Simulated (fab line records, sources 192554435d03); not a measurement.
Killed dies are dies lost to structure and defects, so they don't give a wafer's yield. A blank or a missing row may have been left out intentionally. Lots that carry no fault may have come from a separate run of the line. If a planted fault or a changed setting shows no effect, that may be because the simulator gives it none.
fab line records	flow n5_finfet
[record] lots = 5	wafers = 15	last_day = 15
route steps=1938 shown BEOL_M4@1099 BEOL_M5@1112 PASSIVATION@1936
lots with no fault: from the same line, run without faults
start_h: hours from the record's opening day to when the first of the lot's shown wafers began	wait_h: time in hours since the lot's previous step	" unchanged from the row above	L1.1+2: a row that stands for several wafers	- either no value or no given start	* or withheld: withheld	< > ~ a bound
route shown NAME@n: names a module that has steps shown in the file, with the first one's number in the route	usual: average and standard deviation across the fault-free wafers	same: alike in all rows	chamber/n: place in a boat	sites: per-site readings	_std_site: their standard deviation	_edge_site: inner sites' mean taken away from outer sites' mean	radius_mm: how far each site lies from the wafer's centre	mask NAME#n: copy n	behind: the most recent tool/chamber to have shaped the wafer	hold: why the lot was held/for how many hours/how that ended	device: whichever transistor did not switch (one of n, p or np)	end of line: the same wafers' tests at the end of the route	a step without rows: its recipe alone	killed: dies that structure and defects cost at the first sort, which is not the same as the wafer's yield	map: a wafer's dies, marking killed ones x, the rest . and places with no die _
set.NAME: the run value of the setting; set.NAME@STEP: its run value at that earlier step	model.NAME: the simulator's own value behind a step, which no gauge read
lots at selected steps of the route; one table per step, one row per wafer
services: a tool's chamber out of use, with start hour (start_h, from the record's first day; less than 0 if before it), hours out, and reason
[[steps]]
[step N5_BEOL_M4_ANNEAL_95]
[recipe] temp_c = 400	time_s = 240	ambient = vacuum
[step N5_BEOL_M4_SPUTTER_96]
[recipe] material = Cu	target_thk_a = 45	temp_c = -20	chamber_pressure_pa = 0.07	power_w = withheld	time_s = 8.29
[step N5_BEOL_M4_ECD_50]
[recipe] material = Cu	target_thk_a = 3000
[step N5_BEOL_M4_ANNEAL_51]
[recipe] temp_c = 225	time_s = 90	ambient = N2
[step N5_BEOL_M4_CMP_52]
[recipe] stop_on = SiOC	t_overpolish_s = 6.8	down_force_psi = 1	platen_rpm = 50	clearing_platen_down_force_psi = 1.5	clearing_platen_rpm = 50	post_cmp_clean = cu_alkaline	target_thk_nm = 40	clearing_platen_pad_velocity_m_s = 0.99484	pad_velocity_m_s = 0.99484
[step N5_BEOL_M4_PRE_CLEAN_60]
[recipe] gas = NH3/H2	time_s = 15	temp_c = *	rf_power_w = 300
[step N5_BEOL_M4_CO_CAP_55]
[recipe] material = Co	target_thk_a = 20	temp_c = 200	precursor = CCTBA/H2	pressure_torr = 30	time_s = 102.1
[step N5_BEOL_M4_PRE_CLEAN_56]
[recipe] gas = NH3	time_s = 15	temp_c = withheld	rf_power_w = 300
[step N5_BEOL_M4_DEP_57]
[recipe] material = SiCN	target_thk_a = 80	temp_c = withheld	precursor = 3MS/NH3	pressure_torr = 3	rf_w = 202	time_s = 14
[step N5_BEOL_M4_RC_MEAS_101]
[usual] DIBL_N = 35.8/1.5	DIBL_P = 35.9/1.8	IOFF_N = 0.152/0.025	IOFF_P = 0.21/0.031	ION_N = 672/11	ION_P = 462/7.4	SS_N = 71.5/0.52	SS_P = 73.2/0.54	VT_N = 250/3	VT_P = -250/3.3
lot.wafer	tool	chamber	start_h	wait_h	DIBL_N[mV/V]	DIBL_P[mV/V]	IOFF_N[nA/um]	IOFF_P[nA/um]	ION_N[uA/um]	ION_P[uA/um]	SS_N[mV/dec]	SS_P[mV/dec]	VT_N[mV]	VT_P[mV]
L999.1	prober-02	0	202.21	0.0	35.4	34.0	0.139	0.20	665	460	71.3	72.9	250	-247
L999.3	"	0	"	"	37.5	35.9	0.173	0.24	673	463	71.0	73.0	247	-245
L999.5	"	0	"	"	35.8	33.8	0.145	0.21	669	463	71.4	73.2	249	-247
L105.1	prober-02	0	239.91	0.0	36.5	35.2	0.162	0.21	666	460	70.8	73.9	248	-250
L105.3	"	0	"	"	38.4	38.1	0.206	0.26	677	467	72.6	73.8	246	-250
L105.5	"	0	"	"	35.9	34.5	0.146	0.20	670	460	71.6	73.1	251	-251
L108.1	prober-01	0	246.32	0.0	35.7	35.7	0.149	0.20	672	463	71.2	73.1	250	-252
L108.4	"	0	"	"	33.6	33.1	0.120	0.17	662	451	71.3	72.5	252	-255
L108.5	"	0	"	"	34.6	34.6	0.135	0.18	679	467	71.5	72.9	251	-254
L109.4	prober-02	0	262.10	0.5	34.4	35.2	0.132	0.20	667	466	71.5	72.7	252	-250
L109.5	"	0	"	"	35.7	36.7	0.153	0.21	680	465	71.1	73.0	248	-248
L109.6	"	0	"	"	34.7	34.7	0.126	0.19	656	454	71.1	73.1	256	-251
L110.4	prober-01	0	264.18	0.5	33.9	34.5	0.137	0.21	658	459	71.7	72.7	251	-250
L110.5	"	0	"	"	36.2	36.7	0.179	0.25	665	467	72.8	73.0	247	-245
L110.6	"	0	"	"	36.5	38.1	0.194	0.27	694	476	72.0	73.1	247	-247
[step N5_BEOL_M5_ILD_DEP_00]
[recipe] material = SiCOH_lowk	target_thk_a = 1406.4	temp_c = 300	precursor = DEMS/porogen	pressure_torr = 5	rf_w = 500	time_s = 25.9
[usual] chamber_pressure_Torr = 4.998/0.011	heater_power_outer_w = 142/29	heater_power_w = 295/42	showerhead_plenum_p_Torr = 5.739/0.015	susceptor_temp_C = 300.01/0.2	throttle_valve_pct = 14.1/0.81
lot.wafer	tool	chamber	start_h	wait_h	chamber_pressure_Torr	heater_power_outer_w	heater_power_w	showerhead_plenum_p_Torr	susceptor_temp_C	throttle_valve_pct
L999.1	pecvd-04	1	203.17	0.8	4.988	131	275	5.749	299.88	13.3
L999.3	"	0	"	"	5.008	173	359	5.728	300.24	13.4
L999.5	"	1	"	"	4.995	131	284	5.728	299.60	13.4
L105.1	pecvd-01	0	240.87	0.8	5.008	208	371	5.766	299.45	13.6
L105.3	"	0	"	"	4.985	200	368	5.772	299.84	13.5
L105.5	"	1	"	"	5.006	162	316	5.762	300.07	15.3
L108.1	pecvd-01	0	247.29	0.8	-	-	-	-	-	-
L108.4	"	0	"	"	-	-	-	-	-	-
L108.5	"	0	"	"	-	-	-	-	-	-
L109.4	pecvd-02	2	262.61	0.4	-	-	-	-	-	-
L109.5	"	0	"	"	-	-	-	-	-	-
L109.6	"	1	"	"	-	-	-	-	-	-
L110.4	pecvd-01	2	264.70	0.4	-	-	-	-	-	-
L110.5	"	1	"	"	-	-	-	-	-	-
L110.6	"	0	"	"	-	-	-	-	-	-
[step N5_BEOL_M5_CURE_79]
[recipe] temp_c = 385	time_s = 240	ambient = He/Ar	material = SiCOH_lowk
[step N5_BEOL_M5_PECVD_70]
[recipe] material = SiO2	target_thk_a = 160	temp_c = 400	precursor = TEOS/O2	pressure_torr = 5.5	rf_w = 450	teos_flow_sccm = 53.8	gas = O2	flow_sccm = 3000	time_s = 18
[step N5_BEOL_M5_HM_DEP_02]
[recipe] material = TiN	target_thk_a = 200	temp_c = 25	chamber_pressure_pa = 0.49996
[step N5_BEOL_M5_COAT_59]
[recipe] resist = SOC	temp_c = 250	time_s = 60	spin_rpm = 1500	resist_thk_nm = 60
[step N5_BEOL_M5_COAT_60]
[recipe] resist = SiARC	temp_c = 220	time_s = 60	spin_rpm = 1500	resist_thk_nm = 12
[step N5_BEOL_M5_COAT_71]
[recipe] resist = underlayer	temp_c = 205	time_s = 60	spin_rpm = 1500	resist_thk_nm = 5
[step N5_BEOL_M5_COAT_05]
[recipe] resist = CAR-EUV	spin_rpm = 1500	resist_thk_nm = 30
[step N5_BEOL_M5_EBR_07]
[recipe] solvent = PGMEA	ebr_width_mm = 1.5
[step N5_BEOL_M5_SOFTBAKE_06]
[recipe] temp_c = 110	time_s = 60	resist = CAR-EUV
[step N5_BEOL_M5_EXPOSE_08]
[recipe] mask_id = M5	na = 0.33	source_shape = annular	sigma_inner = 0.4	sigma_outer = 0.8	polarization = unpolarized	target_cd_nm = 28	dose_mj = 35.75
[step N5_BEOL_M5_PEB_09]
[recipe] peb_temp_c = 100	peb_time_s = 60	resist = CAR-EUV
[step N5_BEOL_M5_DEVELOP_10]
[recipe] develop_time_s = 30	developer = TMAH	resist = CAR-EUV	rinse_liquid = surfactant_rinse	dry = air_spin	dev_temp_c = 23
[step N5_BEOL_M5_DESCUM_16]
[recipe] chemistry = O2	time_s = 7	source_power_w = 50	bias_power_w = 20	pressure_mtorr = 20	rf_frequency_hz = 2.712e+07	temp_c = 40	resist = CAR-EUV	o2_flow_sccm = 225
[step N5_BEOL_M5_ETCH_72]
[recipe] chemistry = N2/H2	target = underlayer	target_depth_a = 65	mask_material = CAR-EUV	time_s = 5.2	ion_energy_ev = 200	pressure_mtorr = 30	source_w = 840	bias_w = 150	n2_flow_sccm = 200	h2_flow_sccm = 200	ends = cleared
[step N5_BEOL_M5_ETCH_61]
[recipe] chemistry = CF4	target = SiARC	target_depth_a = 156	mask_material = CAR-EUV	time_s = 26	ion_energy_ev = 80	pressure_mtorr = 40	source_w = 545	bias_w = 36	Ar_flow_sccm = 100	cf4_flow_sccm = 100	ends = cleared
[step N5_BEOL_M5_ETCH_62]
[recipe] chemistry = N2/H2	target = SOC	target_depth_a = 750	overetch_a = 150	mask_material = SiARC	temp_c = 40	time_s = 112.5	ion_energy_ev = 200	pressure_mtorr = 30	source_w = 840	bias_w = 150	n2_flow_sccm = 200	h2_flow_sccm = 200
[step N5_BEOL_M5_STRIP_63]
[recipe] chemistry = N2/H2	temp_c = 40	n2_flow_sccm = 200	h2_flow_sccm = 200	rf_frequency_hz = 6e+07
[step N5_BEOL_M5_STRIP_73]
[recipe] chemistry = N2/H2	temp_c = 40	n2_flow_sccm = 200	h2_flow_sccm = 200	rf_frequency_hz = 6e+07
[step N5_BEOL_M5_STRIP_64]
[recipe] chemistry = CF4	resist = SiARC	power_w = 300	bias_power_w = 75	pressure_mtorr = 50	cf4_flow_sccm = 150	rf_frequency_hz = 6e+07
[step N5_BEOL_M5_HM_OPEN_17]
[recipe] chemistry = Cl2/BCl3	target_depth_a = 200	overetch_a = 60	target = TiN	mask_material = SOC	ion_energy_ev = 150	pressure_mtorr = 10	icp_w = 1000	bias_w = 126	Cl2_flow_sccm = 53.25	bcl3_flow_sccm = 21.75	Ar_flow_sccm = 25
[step N5_BEOL_M5_STRIP_19]
[recipe] chemistry = O2	power_w = 400	temp_c = 40	pressure_mtorr = 30	rf_frequency_hz = 6e+07	bias_power_w = 0	overash_fraction = 0.2	o2_flow_sccm = 225
[step N5_BEOL_M5_COAT_65]
[recipe] resist = SOC	temp_c = 250	time_s = 60	spin_rpm = 1500	resist_thk_nm = 60
[step N5_BEOL_M5_COAT_66]
[recipe] resist = SiARC	temp_c = 220	time_s = 60	spin_rpm = 1500	resist_thk_nm = 12
[step N5_BEOL_M5_OCD_MEAS_38]
[usual] trench_depth_nm = 71.1/1.4
lot.wafer	tool	chamber	start_h	wait_h	trench_depth_nm
L999.1	ocd-02	-	208.22	-	70.4
L999.3	"	-	"	"	72.1
L999.5	"	-	"	"	72.8
L105.1	ocd-02	-	246.15	-	68.1
L105.3	"	-	"	"	70.2
L105.5	"	-	"	"	69.6
L108.1	ocd-02	-	255.45	-	-
L108.4	"	-	"	"	-
L108.5	"	-	"	"	-
L109.4	ocd-01	-	265.80	-	-
L109.5	"	-	"	"	-
L109.6	"	-	"	"	-
L110.4	ocd-01	-	268.35	-	-
L110.5	"	-	"	"	-
L110.6	"	-	"	"	-
[step N5_PASSIVATION_PROBE_49]
[usual] defect_limited_yield = 91.7/1.7	killed_at_M0_to_M3 = 34/10	killed_at_M4_up = 13/5.1	killed_at_contacts = 12/6.2	killed_at_front_end = 36/12	killed_at_other = 3.2/2.6	killed_dies = 98/20	killed_on_rim = 13/4.5	killed_open = 65/13	killed_short = 32/8.4	sort_bin_5_function = 4.8/1.1	sort_bin_6_memory = 3.2/0.74	sort_n_pass = 1082/20	sort_yield_pct = 91.7/1.7
[same] gross_dies = 1180	killed_at_back_side = 0	sort_bin_4_leakage[%] = 0	sort_bin_8_speed[%] = 0
lot.wafer	tool	chamber	start_h	wait_h	defect_limited_yield[%]	killed_at_M0_to_M3	killed_at_M4_up	killed_at_contacts	killed_at_front_end	killed_at_other	killed_dies	killed_on_rim	killed_open	killed_short	sort_bin_5_function[%]	sort_bin_6_memory[%]	sort_n_pass	sort_yield_pct[%]
L108.1	prober-02	-	353.79	0.0	0	10	1158	1	10	1	1180	152	16	9	72.2	2.6	0	0
L108.4	prober-02	-	353.94	0.2	0	9	1165	1	4	1	1180	152	12	4	71.2	2.6	0	0
L108.5	prober-02	-	353.99	0.2	0	11	1164	1	4	0	1180	152	14	7	73.2	2.9	0	0
L109.4	prober-01	-	362.83	0.2	0	7	1167	0	5	1	1180	152	9	5	73.1	3.1	0	0
L109.5	prober-01	-	362.88	0.2	0	6	1167	1	5	1	1180	152	11	2	72.6	3.1	0	0
L109.6	prober-01	-	362.93	0.3	0	4	1166	2	6	2	1180	152	11	3	73.1	4.6	0	0
L110.4	prober-02	-	368.55	0.2	0	7	1167	3	2	1	1180	152	12	3	70.9	3.0	0	0
L110.5	prober-02	-	368.60	0.2	0	9	1157	0	14	0	1180	152	17	6	74.9	3.6	0	0
L110.6	prober-02	-	368.65	0.3	0	8	1165	1	6	0	1180	152	15	4	75.0	2.2	0	0
// killed by level:class
L108.1 BEOL_M5:lost_pattern=1148 BEOL_M5:area_dep=7 BEOL_M0_SAQP:geometric_particle:open=5 FIN_SAQP:geometric_particle:short=4 FIN_SAQP:geometric_particle:open=2 STI_FIN_REVEAL:geometric_particle:open=1 DUMMY_GATE:geometric_particle:open=1 GATE_CUT:geometric_particle:open=1
L108.4 BEOL_M5:lost_pattern=1158 BEOL_M5:area_dep=6 BEOL_M1:geometric_particle:open=2 BEOL_M3:geometric_particle:open=2 BEOL_M2:geometric_particle:open=2 FIN_SAQP:geometric_particle:open=1 SPACER0:geometric_particle:open=1 GATE_CUT:geometric_particle:open=1
L108.5 BEOL_M5:lost_pattern=1155 BEOL_M5:area_dep=4 BEOL_M2:geometric_particle:open=3 BEOL_M0_SAQP:geometric_particle:short=2 BEOL_M0_SAQP:geometric_particle:open=2 BEOL_M1:geometric_particle:short=2 BEOL_M3:geometric_particle:open=2 BEOL_M9:geometric_particle:open=2
L109.4 BEOL_M5:lost_pattern=1164 BEOL_M0_SAQP:geometric_particle:open=3 BEOL_M0_SAQP:geometric_particle:short=3 FIN_SAQP:geometric_particle:open=2 DUMMY_GATE:geometric_particle:open=2 BEOL_M5:area_dep=2 FIN_SAQP:geometric_particle:short=1 BEOL_M2:geometric_particle:open=1
L109.5 BEOL_M5:lost_pattern=1162 BEOL_M5:area_dep=5 BEOL_M0_SAQP:geometric_particle:open=2 STARTING-WAFER:geometric_particle:open=2 FIN_SAQP:geometric_particle:open=1 FIN_SAQP:geometric_particle:short=1 STI_FIN_REVEAL:geometric_particle:open=1 MOL_CONTACT_COAG:geometric_particle:open=1
L109.6 BEOL_M5:lost_pattern=1157 BEOL_M5:area_dep=9 STI_FIN_REVEAL:geometric_particle:open=5 MOL_CONTACT_COAG:geometric_particle:open=2 MIM_TOP_ETCH:geometric_particle:open=2 BEOL_M0_SAQP:geometric_particle:short=2 BEOL_M3:geometric_particle:open=2 FIN_SAQP:geometric_particle:short=1
L110.4 BEOL_M5:lost_pattern=1162 MOL_CONTACT_COAG:geometric_particle:open=3 BEOL_M5:area_dep=3 BEOL_M1:geometric_particle:open=2 BEOL_M2:geometric_particle:open=2 BEOL_M4:geometric_particle:open=2 FIN_SAQP:geometric_particle:short=1 FIN_SAQP:geometric_particle:open=1
L110.5 BEOL_M5:lost_pattern=1147 BEOL_M5:area_dep=10 STI_FIN_REVEAL:geometric_particle:open=6 BEOL_M3:geometric_particle:open=4 BEOL_M0_SAQP:geometric_particle:open=3 FIN_SAQP:geometric_particle:open=2 FIN_SAQP:geometric_particle:short=2 DUMMY_GATE:geometric_particle:short=2
L110.6 BEOL_M5:lost_pattern=1158 BEOL_M0_SAQP:geometric_particle:open=4 BEOL_M0_SAQP:geometric_particle:short=3 BEOL_M4:geometric_particle:open=3 BEOL_M5:area_dep=2 FIN_SAQP:geometric_particle:open=1 STI_FIN_REVEAL:geometric_particle:open=1 BEOL_M3:geometric_particle:open=1
// map L108.1 (x killed, . not)
_________________xxxxxxxxxxxx________________
______________xxxxxxxxxxxxxxxxxx_____________
___________xxxxxxxxxxxxxxxxxxxxxxxx__________
__________xxxxxxxxxxxxxxxxxxxxxxxxxx_________
________xxxxxxxxxxxxxxxxxxxxxxxxxxxxxx_______
_______xxxxxxxxxxxxxxxxxxxxxxxxxxxxxxxx______
______xxxxxxxxxxxxxxxxxxxxxxxxxxxxxxxxxx_____
_____xxxxxxxxxxxxxxxxxxxxxxxxxxxxxxxxxxxx____
____xxxxxxxxxxxxxxxxxxxxxxxxxxxxxxxxxxxxxx___
___xxxxxxxxxxxxxxxxxxxxxxxxxxxxxxxxxxxxxxxx__
___xxxxxxxxxxxxxxxxxxxxxxxxxxxxxxxxxxxxxxxx__
__xxxxxxxxxxxxxxxxxxxxxxxxxxxxxxxxxxxxxxxxxx_
__xxxxxxxxxxxxxxxxxxxxxxxxxxxxxxxxxxxxxxxxxx_
_xxxxxxxxxxxxxxxxxxxxxxxxxxxxxxxxxxxxxxxxxxxx
_xxxxxxxxxxxxxxxxxxxxxxxxxxxxxxxxxxxxxxxxxxxx
_xxxxxxxxxxxxxxxxxxxxxxxxxxxxxxxxxxxxxxxxxxxx
_xxxxxxxxxxxxxxxxxxxxxxxxxxxxxxxxxxxxxxxxxxxx
_xxxxxxxxxxxxxxxxxxxxxxxxxxxxxxxxxxxxxxxxxxxx
_xxxxxxxxxxxxxxxxxxxxxxxxxxxxxxxxxxxxxxxxxxxx
_xxxxxxxxxxxxxxxxxxxxxxxxxxxxxxxxxxxxxxxxxxxx
_xxxxxxxxxxxxxxxxxxxxxxxxxxxxxxxxxxxxxxxxxxxx
__xxxxxxxxxxxxxxxxxxxxxxxxxxxxxxxxxxxxxxxxxx_
__xxxxxxxxxxxxxxxxxxxxxxxxxxxxxxxxxxxxxxxxxx_
___xxxxxxxxxxxxxxxxxxxxxxxxxxxxxxxxxxxxxxxx__
___xxxxxxxxxxxxxxxxxxxxxxxxxxxxxxxxxxxxxxxx__
____xxxxxxxxxxxxxxxxxxxxxxxxxxxxxxxxxxxxxx___
_____xxxxxxxxxxxxxxxxxxxxxxxxxxxxxxxxxxxx____
______xxxxxxxxxxxxxxxxxxxxxxxxxxxxxxxxxx_____
_______xxxxxxxxxxxxxxxxxxxxxxxxxxxxxxxx______
________xxxxxxxxxxxxxxxxxxxxxxxxxxxxxx_______
__________xxxxxxxxxxxxxxxxxxxxxxxxxx_________
___________xxxxxxxxxxxxxxxxxxxxxxxx__________
______________xxxxxxxxxxxxxxxxxx_____________
_________________xxxxxxxxxxxx________________
// map L109.4 (x killed, . not)
_________________xxxxxxxxxxxx________________
______________xxxxxxxxxxxxxxxxxx_____________
___________xxxxxxxxxxxxxxxxxxxxxxxx__________
__________xxxxxxxxxxxxxxxxxxxxxxxxxx_________
________xxxxxxxxxxxxxxxxxxxxxxxxxxxxxx_______
_______xxxxxxxxxxxxxxxxxxxxxxxxxxxxxxxx______
______xxxxxxxxxxxxxxxxxxxxxxxxxxxxxxxxxx_____
_____xxxxxxxxxxxxxxxxxxxxxxxxxxxxxxxxxxxx____
____xxxxxxxxxxxxxxxxxxxxxxxxxxxxxxxxxxxxxx___
___xxxxxxxxxxxxxxxxxxxxxxxxxxxxxxxxxxxxxxxx__
___xxxxxxxxxxxxxxxxxxxxxxxxxxxxxxxxxxxxxxxx__
__xxxxxxxxxxxxxxxxxxxxxxxxxxxxxxxxxxxxxxxxxx_
__xxxxxxxxxxxxxxxxxxxxxxxxxxxxxxxxxxxxxxxxxx_
_xxxxxxxxxxxxxxxxxxxxxxxxxxxxxxxxxxxxxxxxxxxx
_xxxxxxxxxxxxxxxxxxxxxxxxxxxxxxxxxxxxxxxxxxxx
_xxxxxxxxxxxxxxxxxxxxxxxxxxxxxxxxxxxxxxxxxxxx
_xxxxxxxxxxxxxxxxxxxxxxxxxxxxxxxxxxxxxxxxxxxx
_xxxxxxxxxxxxxxxxxxxxxxxxxxxxxxxxxxxxxxxxxxxx
_xxxxxxxxxxxxxxxxxxxxxxxxxxxxxxxxxxxxxxxxxxxx
_xxxxxxxxxxxxxxxxxxxxxxxxxxxxxxxxxxxxxxxxxxxx
_xxxxxxxxxxxxxxxxxxxxxxxxxxxxxxxxxxxxxxxxxxxx
__xxxxxxxxxxxxxxxxxxxxxxxxxxxxxxxxxxxxxxxxxx_
__xxxxxxxxxxxxxxxxxxxxxxxxxxxxxxxxxxxxxxxxxx_
___xxxxxxxxxxxxxxxxxxxxxxxxxxxxxxxxxxxxxxxx__
___xxxxxxxxxxxxxxxxxxxxxxxxxxxxxxxxxxxxxxxx__
____xxxxxxxxxxxxxxxxxxxxxxxxxxxxxxxxxxxxxx___
_____xxxxxxxxxxxxxxxxxxxxxxxxxxxxxxxxxxxx____
______xxxxxxxxxxxxxxxxxxxxxxxxxxxxxxxxxx_____
_______xxxxxxxxxxxxxxxxxxxxxxxxxxxxxxxx______
________xxxxxxxxxxxxxxxxxxxxxxxxxxxxxx_______
__________xxxxxxxxxxxxxxxxxxxxxxxxxx_________
___________xxxxxxxxxxxxxxxxxxxxxxxx__________
______________xxxxxxxxxxxxxxxxxx_____________
_________________xxxxxxxxxxxx________________
[[services]]
tool	chamber	start_h	hours	kind
pecvd-01	-	180.37	0.9	repair
pecvd-01	2	190.80	4.7	repair
pecvd-02	0	197.89	5.5	scheduled_down
pecvd-01	0	207.72	6.4	repair
pecvd-04	1	208.31	2.1	scheduled_down
pecvd-01	2	220.22	-	clean
pecvd-01	2	220.22	-	consumable_replace:showerhead
pecvd-01	2	220.22	29.0	scheduled_down
pecvd-01	2	220.22	29.0	vent_cycle
pecvd-02	-	233.00	0.7	repair
pecvd-04	-	252.22	14.6	pm
[[key]]
[first_sign] step = N5_BEOL_M5_ILD_DEP_00	reading = tool_record	direction = missing
[effect] step = N5_BEOL_M5_OCD_MEAS_38	reading = trench_depth_nm	direction = missing
[effect] step = N5_PASSIVATION_PROBE_49	reading = killed_at_M4_up	direction = up	sigmas = 99+	usual = 13	struck = 1164
met_at N5_BEOL_M5_ILD_DEP_00
struck_wafers L108.1,L108.4,L108.5,L109.4,L109.5,L109.6,L110.4,L110.5,L110.6
later_rows_left_out L108.1,L108.4,L108.5,L109.4,L109.5,L109.6,L110.4,L110.5,L110.6
onset_between 240.87 247.29
[fault] kind = skipped_step_whole	tool = pecvd-01,pecvd-02	chamber = -	onset_h = 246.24	steps = N5_BEOL_M5_ILD_DEP_00	scope = struck_lots_only
// later_rows_left_out: the simulator's readings of these wafers behind a module that went badly wrong aren't trusted and aren't shown, but for the sort
